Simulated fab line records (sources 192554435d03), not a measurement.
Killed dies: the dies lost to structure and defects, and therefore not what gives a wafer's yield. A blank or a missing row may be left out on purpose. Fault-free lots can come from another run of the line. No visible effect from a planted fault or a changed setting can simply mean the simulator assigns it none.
Matching of chambers :: flow n5Finfet :: N5_BEOL_M11_DEP_56 on pecvd-04: 3 sister chambers
The step deposits SiCN from 3MS/NH3, target thk 30 nm, time 10.5 s. 3 wafers are shown with their chamber, then 8 later ones without.

WAFERS, EACH WITH ITS CHAMBER
wafer: L085.5
chamber: 2
throttleValvePct (%): 17.9

wafer: L085.6
chamber: 1
throttleValvePct (%): 19.1

wafer: L090.2
chamber: 0
throttleValvePct (%): 17.6

WAFERS WHOSE CHAMBER IS MISSING
wafer: L090.3
throttleValvePct (%): 19.2

wafer: L090.5
throttleValvePct (%): 17.7

wafer: L089.1
throttleValvePct (%): 19.3

wafer: L089.4
throttleValvePct (%): 17.6

wafer: L089.5
throttleValvePct (%): 19.2

wafer: L092.1
throttleValvePct (%): 19.2

wafer: L092.2
throttleValvePct (%): 17.5

wafer: L092.3
throttleValvePct (%): 17.9

EACH ONE'S CHAMBER
wafer: L090.3
from the rows above: 1
in truth: 1

wafer: L090.5
from the rows above: can't be placed: 0 or 2
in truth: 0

wafer: L089.1
from the rows above: 1
in truth: 1

wafer: L089.4
from the rows above: 0
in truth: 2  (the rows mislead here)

wafer: L089.5
from the rows above: 1
in truth: 1

wafer: L092.1
from the rows above: 1
in truth: 1

wafer: L092.2
from the rows above: 0
in truth: 0

wafer: L092.3
from the rows above: 2
in truth: 2
6 of 8 placed correctly. These rows do not allow placing 1 (true chamber among the candidates in 1). Placed wrongly: 1.
How it was worked out, from the rows above alone: a wafer's distance from a chamber is the root of the sum, over the readings, of the square of ((its reading less the chamber's mean) divided by the reading's scatter). If the next closest chamber is less than 2 further off than the closest, the wafer can't be placed; otherwise it belongs to the closest. Each chamber's mean is taken over the wafers shown for it. The scatter: with one shown wafer a chamber, the root of the mean of the squares of how far each hidden wafer lies from its nearest shown one.
